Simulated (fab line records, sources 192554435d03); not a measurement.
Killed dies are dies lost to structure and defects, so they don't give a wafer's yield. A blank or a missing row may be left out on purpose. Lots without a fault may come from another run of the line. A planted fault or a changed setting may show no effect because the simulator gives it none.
fab line records | flow n5_finfet
record lots=24 wafers=72 last_day=18
route steps=1938 shown BEOL_M13@1672 BEOL_M14@1761
lots that met no fault: from a run of the same line without faults
start_h: hours from the record's first day to the start of the lot's first wafer shown | wait_h: hours since the lot's step before | " the same as in the row above | L1.1+2: a row that stands for several wafers | - no value, or no start given | * or withheld: withheld | < > ~ a bound
route shown NAME@n: a module of which the file shows steps, and the number in the route of the first | usual: mean/standard deviation of fault-free wafers | same: alike in all rows | chamber/n: place in a boat | sites: the reading at each site | _std_site: their standard deviation | _edge_site: outer sites' mean less inner sites' | radius_mm: how far each site lies from the wafer's centre | mask NAME#n: copy n | behind: the tool/chamber that last shaped the wafer | hold: why the lot was held/for how many hours/how that ended | device: the transistor (n, p or np) that didn't switch | end of line: the same wafers' tests at the end of the route | a step without rows: its recipe alone | killed: dies lost to structure and defects at the first sort, not the wafer's yield | map: a wafer's dies, x killed, . not, _ none there
set.NAME: the setting as run; set.NAME@STEP: as run at that earlier step | model.NAME: the simulator's own value behind a step, which no gauge read
steps of the route over a sample of lots; a table a step, a row a wafer
services: from which hour (start_h, from the record's first day; less than 0 if before it) a tool's chamber was out of use, for how many hours, and why
## steps
# step N5_BEOL_M13_DESCUM_15
# recipe chemistry=O2 time_s=7.9 source_power_w=50 bias_power_w=20 pressure_mtorr=20 rf_frequency_hz=2.712e+07 temp_c=40 o2_flow_sccm=225
# usual chamber_pressure_mTorr=20.003/0.017 drypump_motor_current_A=5.7/0.58 oes_product_au=0.81/0.088 rf_vpp_V=243.1/1.3 showerhead_plenum_p_Torr=2.09/0.065 throttle_valve_pct=20.39/0.23
# columns lot.wafer tool chamber start_h wait_h chamber_pressure_mTorr drypump_motor_current_A oes_product_au rf_hours_counter_h rf_vpp_V showerhead_plenum_p_Torr throttle_valve_pct
L076.2 rie_diel-06 0 245.87 0.0 19.997 6.2 0.74 185 241.6 1.99 20.61
L076.5 " 3 " " 19.977 5.7 0.78 - 245.5 2.19 20.33
L076.6 " 2 " " 20.022 5.0 0.88 - 241.7 2.04 20.01
L074.2 rie_diel-03 2 246.11 0.0 20.021 6.6 0.96 2 241.7 2.07 20.37
L074.3 " 3 " " 20.002 5.4 0.69 232 242.8 2.17 20.78
L074.6 " 3 " " 19.979 5.4 0.69 - 244.2 2.18 20.77
L075.1 rie_diel-03 2 246.41 0.2 20.009 6.6 0.97 2 242.4 2.07 20.36
L075.3 " 3 " " 19.999 5.4 0.69 232 244.3 2.18 20.75
L075.5 " 3 " " 20.018 5.4 0.69 - 244.2 2.18 20.76
L077.2 rie_diel-06 0 248.68 0.0 19.977 6.2 0.74 186 241.6 1.99 20.61
L077.3 " 2 " " 20.014 5.0 0.88 52 243.0 2.04 20.00
L077.6 " 0 " " 19.989 6.2 0.74 - 240.9 1.99 20.61
L078.2 rie_diel-06 2 263.21 0.0 19.989 5.0 0.87 56 244.0 2.04 20.00
L078.3 " 0 " " 19.981 6.2 0.73 190 240.7 1.99 20.61
L078.6 " 1 " " 20.009 5.0 0.70 - 241.5 2.07 20.51
L079.1 rie_diel-03 0 270.24 0.1 19.995 6.5 0.94 22 244.4 2.15 20.10
L079.2 " 3 " " 20.013 5.4 0.69 240 244.0 2.17 20.80
L079.5 " 3 " " 20.043 5.4 0.68 - 243.7 2.17 20.79
L080.1 rie_diel-06 2 277.68 0.0 20.015 4.9 0.86 61 241.6 2.04 20.00
L080.4 " 0 " " 20.012 6.3 0.73 194 242.2 1.99 20.62
L080.5 " 3 " " 20.004 5.7 0.78 - 245.2 2.19 20.35
L082.1 rie_diel-01 1 300.00 0.0 20.016 4.8 0.68 228 243.6 2.14 20.36
L082.2 " 0 " " 20.026 5.2 0.74 180 241.6 2.08 20.79
L082.4 " 3 " " 20.007 5.9 0.71 222 241.5 2.00 20.73
L081.3 rie_diel-06 1 300.21 0.0 20.012 5.1 0.69 245 242.0 2.07 20.53
L081.4 " 0 " " 19.996 6.2 0.73 200 241.1 1.99 20.61
L081.6 " 3 " " 20.010 5.7 0.76 - 243.9 2.18 20.37
L085.3 rie_diel-06 3 301.98 0.1 20.028 5.7 0.76 138 245.3 2.18 20.38
L085.5 " 2 " " 20.000 4.9 0.85 - 242.0 2.04 20.00
L085.6 " 1 " " 19.998 5.0 0.69 - 242.4 2.07 20.52
L083.1 rie_diel-06 3 303.05 0.1 19.985 5.7 0.77 139 242.4 2.18 20.37
L083.3 " 1 " " 20.000 5.0 0.69 246 243.9 2.07 20.53
L083.5 " 3 " " 20.004 5.7 0.76 - 244.5 2.18 20.35
L084.3 rie_diel-01 3 304.40 0.2 20.009 5.9 0.71 224 240.9 2.00 20.75
L084.4 " 1 " " 19.999 4.8 0.69 230 244.1 2.14 20.37
L084.6 " 1 " " 20.032 4.9 0.70 - 243.8 2.14 20.36
L087.3 rie_diel-06 2 322.29 0.0 19.995 4.9 0.84 75 241.0 2.03 20.03
L087.4 " 2 " " 20.002 5.0 0.86 - 241.9 2.04 20.04
L087.5 " 3 " " 20.007 5.7 0.75 - 245.7 2.18 20.38
L088.1 rie_diel-01 3 328.20 0.0 19.997 5.9 0.71 226 242.6 2.00 20.77
L088.3 " 2 " " 19.979 6.0 0.75 132 243.9 2.08 20.34
L088.4 " 0 " " 20.000 5.2 0.73 190 245.4 2.08 20.82
L086.1 rie_diel-01 3 328.60 0.0 19.964 5.9 0.71 227 241.7 2.00 20.76
L086.3 " 2 " " 19.998 6.0 0.76 132 243.7 2.08 20.35
L086.4 " 1 " " 20.011 4.8 0.68 238 243.2 2.13 20.37
L089.2 rie_diel-03 2 347.55 0.0 20.013 6.6 0.88 32 242.4 2.06 20.40
L089.4 " 3 " " 19.999 5.5 0.94 7 243.3 2.17 20.50
L089.5 " 3 " " 20.005 5.4 0.94 - 243.4 2.17 20.51
L093.2 rie_diel-06 1 348.57 0.1 19.983 5.1 0.97 4 243.7 2.06 20.19
L093.4 " 3 " " 20.002 5.7 0.75 155 244.7 2.18 20.40
L093.6 " 0 " " 19.984 6.2 0.71 - 241.9 1.98 20.66
L091.3 rie_diel-06 0 351.39 0.0 19.991 6.2 0.73 219 242.3 1.98 20.66
L091.5 " 3 " " 20.016 5.8 0.75 - 243.9 2.18 20.38
L091.6 " 2 " " 19.999 5.0 0.84 - 242.6 2.03 20.04
L090.1 rie_diel-03 0 351.58 0.0 19.988 6.5 0.88 49 243.5 2.14 20.11
L090.3 " 3 " " 20.032 5.4 0.93 9 242.9 2.17 20.50
L090.5 " 0 " " 20.000 6.5 0.89 - 245.7 2.14 20.14
L092.1 rie_diel-03 2 354.44 0.0 19.990 6.6 0.88 34 242.9 2.06 20.41
L092.2 " 3 " " 20.005 5.5 0.93 9 244.5 2.17 20.50
L092.3 " 0 " " 19.982 6.5 0.88 50 243.9 2.14 20.15
L095.1 rie_diel-03 0 380.36 0.0 19.990 6.5 0.88 54 244.8 2.14 20.13
L095.3 " 3 " " 20.011 5.4 0.93 12 243.8 2.16 20.49
L095.6 " 2 " " 20.028 6.6 0.88 - 241.7 2.05 20.43
L094.3 rie_diel-03 2 387.99 0.0 20.024 6.6 0.86 41 241.5 2.05 20.42
L094.5 " 1 " " 20.013 5.7 0.83 - 242.7 2.12 20.30
L094.6 " 0 " " 19.977 6.5 0.87 - 244.2 2.14 20.17
L097.1 rie_diel-03 0 388.83 0.4 20.020 6.5 0.87 57 241.9 2.14 20.16
L097.3 " 3 " " 19.991 5.4 0.91 14 245.0 2.16 20.52
L097.6 " 1 " " 19.989 5.7 0.83 - 243.8 2.12 20.30
L096.1 rie_diel-06 0 400.04 0.3 20.026 6.2 0.71 234 242.6 1.98 20.68
L096.4 " 2 " " 20.018 5.0 0.83 98 241.4 2.03 20.06
L096.5 " 1 " " 20.006 5.1 0.92 - 241.4 2.06 20.18
# step N5_BEOL_M13_STRIP_64
# recipe chemistry=N2/H2 power_w=1000 temp_c=250 h2_frac=0.65 overash_fraction=0.3 pressure_mtorr=withheld n2_flow_sccm=1750 h2_flow_sccm=3250
# usual drypump_motor_current_A=5.9/0.51 heater_power_w=376/43 oes_product_au=0.714/0.0051 strip_time_to_endpoint_s=31.32/0.076
# columns lot.wafer tool chamber start_h wait_h drypump_motor_current_A heater_power_w oes_product_au rf_hours_counter_h strip_time_to_endpoint_s
L076.2 plasma_asher-02 0 246.31 0.0 5.7 400 0.717 67 31.30
L076.5 " 1 " " 6.4 424 0.717 - 31.28
L076.6 " 0 " " 5.7 400 0.713 - 31.36
L074.2 plasma_asher-02 0 246.49 0.0 5.7 398 0.715 68 31.34
L074.3 " 0 " " 5.7 396 0.720 - 31.31
L074.6 " 0 " " 5.7 391 0.708 - 31.35
L075.1 plasma_asher-02 0 246.82 0.0 5.7 387 0.714 68 31.40
L075.3 " 1 " " 6.4 423 0.715 - 31.38
L075.5 " 0 " " 5.7 379 0.711 - 31.37
L077.2 plasma_asher-02 0 249.06 0.0 5.7 390 0.711 69 31.23
L077.3 " 1 " " 6.4 422 0.719 - 31.34
L077.6 " 1 " " 6.4 423 0.716 - 31.20
L078.2 plasma_asher-02 1 263.59 0.0 6.4 430 0.716 71 31.31
L078.3 " 1 " " 6.4 420 0.725 - 31.35
L078.6 " 0 " " 5.7 381 0.726 - 31.27
L079.1 plasma_asher-02 1 270.62 0.0 6.4 427 0.711 73 31.43
L079.2 " 0 " " 5.7 397 0.718 73 31.35
L079.5 " 0 " " 5.7 389 0.711 - 31.43
L080.1 plasma_asher-02 0 278.20 0.0 5.7 381 0.710 74 31.36
L080.4 " 0 " " 5.7 384 0.708 - 31.30
L080.5 " 0 " " 5.7 391 0.705 - 31.35
L082.1 plasma_asher-01 1 300.39 0.0 5.0 318 0.717 139 31.38
L082.2 " 0 " " 6.2 337 0.715 139 31.52
L082.4 " 0 " " 6.3 347 0.716 - 31.43
L081.3 plasma_asher-01 0 300.61 0.0 6.2 337 0.712 - 31.38
L081.4 " 1 " " 5.0 304 0.722 - 31.32
L081.6 " 1 " " 5.0 307 0.718 - 31.45
L085.3 plasma_asher-01 1 302.38 0.0 5.0 311 0.706 - 31.20
L085.5 " 1 " " 5.0 305 0.708 - 31.17
L085.6 " 0 " " 6.2 332 0.718 - 31.20
L083.1 plasma_asher-01 0 303.43 0.0 6.1 334 0.708 139 31.37
L083.3 " 0 " " 6.2 341 0.711 - 31.46
L083.5 " 1 " " 4.9 310 0.712 - 31.45
L084.3 plasma_asher-01 0 304.80 0.0 6.2 342 0.715 - 31.32
L084.4 " 1 " " 4.9 316 0.719 - 31.36
L084.6 " 0 " " 6.2 336 0.719 - 31.35
L087.3 plasma_asher-02 0 322.69 0.0 5.7 395 0.717 - 31.34
L087.4 " 1 " " 6.4 408 0.720 - 31.23
L087.5 " 1 " " 6.4 417 0.714 - 31.31
L088.1 plasma_asher-02 1 328.59 0.0 6.3 425 0.711 84 31.20
L088.3 " 1 " " 6.3 405 0.704 - 31.30
L088.4 " 0 " " 5.7 382 0.718 - 31.32
L086.1 plasma_asher-02 1 328.98 0.0 6.4 423 0.725 84 31.23
L086.3 " 0 " " 5.7 390 0.720 - 31.18
L086.4 " 1 " " 6.3 432 0.710 - 31.20
L089.2 plasma_asher-02 0 347.93 0.0 5.7 384 0.716 87 31.34
L089.4 " 0 " " 5.7 393 0.708 - 31.46
L089.5 " 1 " " 6.3 433 0.716 - 31.32
L093.2 plasma_asher-02 1 348.95 0.0 6.4 422 0.708 87 31.22
L093.4 " 1 " " 6.4 423 0.714 - 31.29
L093.6 " 1 " " 6.3 431 0.723 - 31.21
L091.3 plasma_asher-02 1 351.79 0.0 6.4 424 0.716 - 31.40
L091.5 " 0 " " 5.7 386 0.714 - 31.35
L091.6 " 1 " " 6.4 425 0.704 - 31.38
L090.1 plasma_asher-01 0 351.96 0.0 6.2 341 0.710 149 31.35
L090.3 " 1 " " 5.0 302 0.717 - 31.35
L090.5 " 0 " " 6.2 329 0.721 - 31.35
L092.1 plasma_asher-01 1 354.82 0.0 4.9 309 0.720 150 31.29
L092.2 " 0 " " 6.2 344 0.715 150 31.31
L092.3 " 0 " " 6.2 342 0.714 - 31.26
L095.1 plasma_asher-02 1 380.74 0.0 6.4 426 0.714 93 31.21
L095.3 " 1 " " 6.4 421 0.720 - 31.41
L095.6 " 0 " " 5.7 380 0.718 - 31.29
L094.3 plasma_asher-01 0 388.39 0.0 6.2 343 0.714 - 31.32
L094.5 " 0 " " 6.2 348 0.714 - 31.24
L094.6 " 1 " " 5.0 310 0.715 - 31.35
L097.1 plasma_asher-01 1 389.22 0.0 5.0 309 0.715 156 31.32
L097.3 " 1 " " 5.0 302 0.717 - 31.35
L097.6 " 1 " " 5.0 310 0.724 - 31.45
L096.1 plasma_asher-02 1 400.43 0.0 6.4 422 0.717 98 31.21
L096.4 " 0 " " 5.7 395 0.702 - 31.31
L096.5 " 0 " " 5.7 398 0.721 - 31.26
# step N5_BEOL_M13_CD_MEAS_17
# recipe target_cd_nm=190 polarity=opening
# usual cd_nm=189.7/1.7
# columns lot.wafer tool chamber start_h wait_h cd_nm
L076.2 cd_sem-02 - 246.46 0.0 188.3
L076.5 " - " " 189.3
L076.6 " - " " 188.3
L074.2 cd_sem-03 - 246.64 0.0 190.1
L074.3 " - " " 188.0
L074.6 " - " " 190.4
L075.1 cd_sem-02 - 246.96 0.0 192.8
L075.3 " - " " 191.2
L075.5 " - " " 191.0
L077.2 cd_sem-03 - 249.21 0.0 191.4
L077.3 " - " " 188.0
L077.6 " - " " 188.8
L078.2 cd_sem-03 - 263.74 0.0 189.0
L078.3 " - " " 188.8
L078.6 " - " " 190.1
L079.1 cd_sem-03 - 270.77 0.0 188.7
L079.2 " - " " 189.0
L079.5 " - " " 190.1
L080.1 cd_sem-01 - 278.35 0.0 191.0
L080.4 " - " " 188.6
L080.5 " - " " 190.6
L082.1 cd_sem-03 - 300.58 0.0 190.8
L082.2 " - " " 191.5
L082.4 " - " " 189.6
L081.3 cd_sem-01 - 300.74 0.0 190.2
L081.4 " - " " 187.4
L081.6 " - " " 187.1
L085.3 cd_sem-01 - 302.51 0.0 189.0
L085.5 " - " " 188.1
L085.6 " - " " 190.1
L083.1 cd_sem-03 - 303.62 0.0 187.0
L083.3 " - " " 188.5
L083.5 " - " " 185.3
L084.3 cd_sem-01 - 304.97 0.0 187.8
L084.4 " - " " 188.4
L084.6 " - " " 188.0
L087.3 cd_sem-02 - 322.82 0.0 187.5
L087.4 " - " " 188.6
L087.5 " - " " 190.2
L088.1 cd_sem-01 - 328.73 0.0 189.2
L088.3 " - " " 191.2
L088.4 " - " " 189.8
L086.1 cd_sem-03 - 329.13 0.0 187.5
L086.3 " - " " 189.6
L086.4 " - " " 189.9
L089.2 cd_sem-02 - 348.08 0.0 191.2
L089.4 " - " " 190.0
L089.5 " - " " 190.3
L093.2 cd_sem-02 - 349.10 0.0 192.7
L093.4 " - " " 189.1
L093.6 " - " " 189.7
L091.3 cd_sem-02 - 351.92 0.0 190.2
L091.5 " - " " 189.9
L091.6 " - " " 187.4
L090.1 cd_sem-03 - 352.11 0.0 191.2
L090.3 " - " " 191.1
L090.5 " - " " 192.3
L092.1 cd_sem-02 - 354.97 0.0 191.2
L092.2 " - " " 191.6
L092.3 " - " " 191.5
L095.1 cd_sem-03 - 380.89 0.0 188.8
L095.3 " - " " 190.9
L095.6 " - " " 192.1
L094.3 cd_sem-03 - 388.52 0.0 188.6
L094.5 " - " " 187.2
L094.6 " - " " 187.9
L097.1 cd_sem-01 - 389.36 0.0 189.5
L097.3 " - " " 190.4
L097.6 " - " " 189.3
L096.1 cd_sem-01 - 400.57 0.0 188.9
L096.4 " - " " 186.8
L096.5 " - " " 191.9
# step N5_BEOL_M13_RS_MEAS_54
# recipe thk_meas_gauge=four-point-probe reads=Cu_of_BEOL_M13_ECD_47+Ta_of_BEOL_M13_SPUTTER_44+TaN_of_BEOL_M13_SPUTTER_43
# usual M13_RS=0.0447/0.00086
# columns lot.wafer tool chamber start_h wait_h M13_RS[ohm/sq]
L076.2 film_metro-02 - 252.61 0.1 0.0448
L076.5 " - " " 0.0446
L076.6 " - " " 0.0438
L074.2 film_metro-01 - 253.43 0.1 0.0438
L074.3 " - " " 0.0453
L074.6 " - " " 0.0441
L077.2 film_metro-02 - 254.39 0.1 0.0444
L077.3 " - " " 0.0436
L077.6 " - " " 0.0436
L075.1 film_metro-01 - 254.50 0.1 0.0461
L075.3 " - " " 0.0450
L075.5 " - " " 0.0456
L078.2 film_metro-01 - 269.32 0.1 0.0467
L078.3 " - " " 0.0461
L078.6 " - " " 0.0465
L079.1 film_metro-02 - 275.83 0.0 0.0451
L079.2 " - " " 0.0444
L079.5 " - " " 0.0458
L080.1 film_metro-02 - 282.21 0.0 0.0442
L080.4 " - " " 0.0444
L080.5 " - " " 0.0437
L082.1 film_metro-02 - 305.16 0.1 0.0465
L082.2 " - " " 0.0468
L082.4 " - " " 0.0451
L081.3 film_metro-02 - 305.87 0.1 0.0436
L081.4 " - " " 0.0443
L081.6 " - " " 0.0436
L085.3 film_metro-01 - 305.89 0.1 0.0440
L085.5 " - " " 0.0457
L085.6 " - " " 0.0441
L083.1 film_metro-02 - 307.65 0.0 0.0465
L083.3 " - " " 0.0454
L083.5 " - " " 0.0448
L084.3 film_metro-01 - 307.95 0.1 0.0452
L084.4 " - " " 0.0453
L084.6 " - " " 0.0455
L087.3 film_metro-01 - 327.86 0.1 0.0434
L087.4 " - " " 0.0439
L087.5 " - " " 0.0430
L088.1 film_metro-01 - 333.63 0.0 0.0459
L088.3 " - " " 0.0449
L088.4 " - " " 0.0463
L086.1 film_metro-01 - 334.85 0.0 0.0439
L086.3 " - " " 0.0439
L086.4 " - " " 0.0445
L089.2 film_metro-01 - 353.90 0.1 0.0439
L089.4 " - " " 0.0447
L089.5 " - " " 0.0443
L093.2 film_metro-01 - 354.13 0.1 0.0444
L093.4 " - " " 0.0443
L093.6 " - " " 0.0446
L091.3 film_metro-02 - 354.53 0.1 0.0445
L091.5 " - " " 0.0450
L091.6 " - " " 0.0448
L090.1 film_metro-01 - 357.47 0.1 0.0437
L090.3 " - " " 0.0442
L090.5 " - " " 0.0440
L092.1 film_metro-01 - 358.73 0.0 0.0445
L092.2 " - " " 0.0464
L092.3 " - " " 0.0457
L095.1 film_metro-01 - 389.94 0.0 0.0446
L095.3 " - " " 0.0441
L095.6 " - " " 0.0444
L094.3 film_metro-02 - 393.56 0.1 0.0443
L094.5 " - " " 0.0448
L094.6 " - " " 0.0440
L097.1 film_metro-02 - 395.89 0.0 0.0442
L097.3 " - " " 0.0447
L097.6 " - " " 0.0443
L096.1 film_metro-02 - 404.83 0.1 0.0448
L096.4 " - " " 0.0442
L096.5 " - " " 0.0460
# step N5_BEOL_M14_PRE_CLEAN_42
# recipe gas=H2/He time_s=30 temp_c=300
# usual heater_power_w=458/46
# columns lot.wafer tool chamber start_h wait_h heater_power_w
L076.2 pvd_sputter-03 - 259.46 0.0 444
L076.5 " - " " 514
L076.6 " - " " 428
L074.2 pvd_sputter-02 - 259.54 0.0 553
L074.3 " - " " 472
L074.6 " - " " 444
L077.2 pvd_sputter-02 - 260.30 0.0 540
L077.3 " - " " 449
L077.6 " - " " 448
L075.1 pvd_sputter-02 - 261.30 0.0 542
L075.3 " - " " 452
L075.5 " - " " 551
L078.2 pvd_sputter-01 - 272.92 0.0 490
L078.3 " - " " 502
L078.6 " - " " 388
L079.1 pvd_sputter-01 - 279.19 0.0 388
L079.2 " - " " 481
L079.5 " - " " 493
L080.1 pvd_sputter-03 - 291.51 0.0 513
L080.4 " - " " 444
L080.5 " - " " 417
L082.1 pvd_sputter-01 - 309.44 0.0 400
L082.2 " - " " 382
L082.4 " - " " 486
L081.3 pvd_sputter-02 - 309.76 0.0 448
L081.4 " - " " 553
L081.6 " - " " 461
L085.3 pvd_sputter-01 - 313.60 0.0 392
L085.5 " - " " 391
L085.6 " - " " 484
L083.1 pvd_sputter-01 - 313.92 0.0 388
L083.3 " - " " 393
L083.5 " - " " 481
L084.3 pvd_sputter-02 - 313.94 0.0 450
L084.4 " - " " 551
L084.6 " - " " 440
L087.3 pvd_sputter-03 - 331.49 0.0 515
L087.4 " - " " 500
L087.5 " - " " 413
L088.1 pvd_sputter-03 - 339.83 0.0 421
L088.3 " - " " 441
L088.4 " - " " 502
L086.1 pvd_sputter-03 - 340.40 0.0 499
L086.3 " - " " 488
L086.4 " - " " 420
L089.2 pvd_sputter-01 - 357.83 0.0 475
L089.4 " - " " 384
L089.5 " - " " 392
L093.2 pvd_sputter-01 - 361.95 0.0 398
L093.4 " - " " 485
L093.6 " - " " 485
L091.3 pvd_sputter-01 - 362.83 0.0 477
L091.5 " - " " 503
L091.6 " - " " 379
L090.1 pvd_sputter-01 - 363.23 0.0 471
L090.3 " - " " 387
L090.5 " - " " 385
L092.1 pvd_sputter-03 - 363.29 0.0 522
L092.2 " - " " 447
L092.3 " - " " 505
L095.1 pvd_sputter-03 - 393.37 0.0 486
L095.3 " - " " 532
L095.6 " - " " 523
L094.3 pvd_sputter-03 - 398.35 0.0 485
L094.5 " - " " 437
L094.6 " - " " 499
L097.1 pvd_sputter-02 - 401.78 0.0 461
L097.3 " - " " 548
L097.6 " - " " 451
L096.1 pvd_sputter-01 - 411.54 0.0 480
L096.4 " - " " 481
L096.5 " - " " 474
# step N5_BEOL_M14_SPUTTER_43
# recipe material=TaN target_thk_a=150 temp_c=50 bias_v=168.6 power_w=15000 chamber_pressure_pa=0.12 time_s=24.19
# usual throttle_valve_pct=30.1/0.76
# columns lot.wafer tool chamber start_h wait_h throttle_valve_pct
L076.2 pvd_sputter-03 - 259.50 0.0 30.2
L076.5 " - " " 29.2
L076.6 " - " " 30.9
L074.2 pvd_sputter-02 - 259.58 0.0 29.7
L074.3 " - " " 30.5
L074.6 " - " " 30.6
L077.2 pvd_sputter-02 - 260.34 0.0 30.0
L077.3 " - " " 30.6
L077.6 " - " " 29.5
L075.1 pvd_sputter-02 - 261.34 0.0 29.8
L075.3 " - " " 30.6
L075.5 " - " " 29.9
L078.2 pvd_sputter-01 - 272.97 0.0 29.6
L078.3 " - " " 31.1
L078.6 " - " " 30.9
L079.1 pvd_sputter-01 - 279.23 0.0 30.9
L079.2 " - " " 29.1
L079.5 " - " " 30.7
L080.1 pvd_sputter-03 - 291.55 0.0 29.5
L080.4 " - " " 29.8
L080.5 " - " " 30.8
L082.1 pvd_sputter-01 - 309.48 0.0 30.7
L082.2 " - " " 31.0
L082.4 " - " " 30.6
L081.3 pvd_sputter-02 - 309.80 0.0 30.8
L081.4 " - " " 29.9
L081.6 " - " " 30.7
L085.3 pvd_sputter-01 - 313.64 0.0 30.7
L085.5 " - " " 30.8
L085.6 " - " " 30.7
L083.1 pvd_sputter-01 - 313.96 0.0 31.0
L083.3 " - " " 30.6
L083.5 " - " " 30.7
L084.3 pvd_sputter-02 - 313.98 0.0 30.4
L084.4 " - " " 30.1
L084.6 " - " " 30.6
L087.3 pvd_sputter-03 - 331.53 0.0 29.0
L087.4 " - " " 28.9
L087.5 " - " " 30.7
L088.1 pvd_sputter-03 - 339.87 0.0 30.9
L088.3 " - " " 30.0
L088.4 " - " " 29.2
L086.1 pvd_sputter-03 - 340.44 0.0 29.4
L086.3 " - " " 28.6
L086.4 " - " " 30.5
L089.2 pvd_sputter-01 - 357.87 0.0 29.4
L089.4 " - " " 31.0
L089.5 " - " " 30.9
L093.2 pvd_sputter-01 - 361.99 0.0 30.9
L093.4 " - " " 30.5
L093.6 " - " " 30.9
L091.3 pvd_sputter-01 - 362.87 0.0 30.6
L091.5 " - " " 30.6
L091.6 " - " " 31.0
L090.1 pvd_sputter-01 - 363.27 0.0 29.3
L090.3 " - " " 30.8
L090.5 " - " " 31.0
L092.1 pvd_sputter-03 - 363.37 0.0 29.3
L092.2 " - " " 29.8
L092.3 " - " " 28.6
L095.1 pvd_sputter-03 - 393.41 0.0 28.8
L095.3 " - " " 29.1
L095.6 " - " " 29.6
L094.3 pvd_sputter-03 - 398.39 0.0 28.7
L094.5 " - " " 30.1
L094.6 " - " " 28.8
L097.1 pvd_sputter-02 - 401.82 0.0 30.7
L097.3 " - " " 29.7
L097.6 " - " " 29.4
L096.1 pvd_sputter-01 - 411.58 0.0 30.8
L096.4 " - " " 29.2
L096.5 " - " " 30.6
## services
# columns tool chamber start_h hours kind
rie_diel-01 1 226.18 3.6 repair
plasma_asher-02 - 240.80 0.9 repair
rie_diel-01 0 241.59 12.8 repair
plasma_asher-01 - 245.98 1.4 repair
rie_diel-03 2 266.47 4.2 repair
plasma_asher-01 - 279.24 0.7 repair
rie_diel-06 1 290.13 8.6 repair
rie_diel-01 - 294.76 1.2 repair
rie_diel-03 3 303.82 - clean
rie_diel-03 3 303.82 - consumable_replace:focus_ring
rie_diel-03 3 303.82 16.7 scheduled_down
rie_diel-03 3 303.82 16.7 vent_cycle
rie_diel-06 1 312.47 - clean
rie_diel-06 1 312.47 - consumable_replace:focus_ring
rie_diel-06 1 312.47 21.9 scheduled_down
rie_diel-06 1 312.47 21.9 vent_cycle
pvd_sputter-01 - 336.32 11.7 repair
pvd_sputter-02 - 357.05 3.6 repair
rie_diel-03 - 357.61 13.2 repair
rie_diel-01 1 363.69 - clean
rie_diel-01 1 363.69 - consumable_replace:focus_ring
rie_diel-01 1 363.69 20.8 scheduled_down
rie_diel-06 - 363.75 0.3 repair
pvd_sputter-03 - 367.80 5.5 repair
## key
fault none
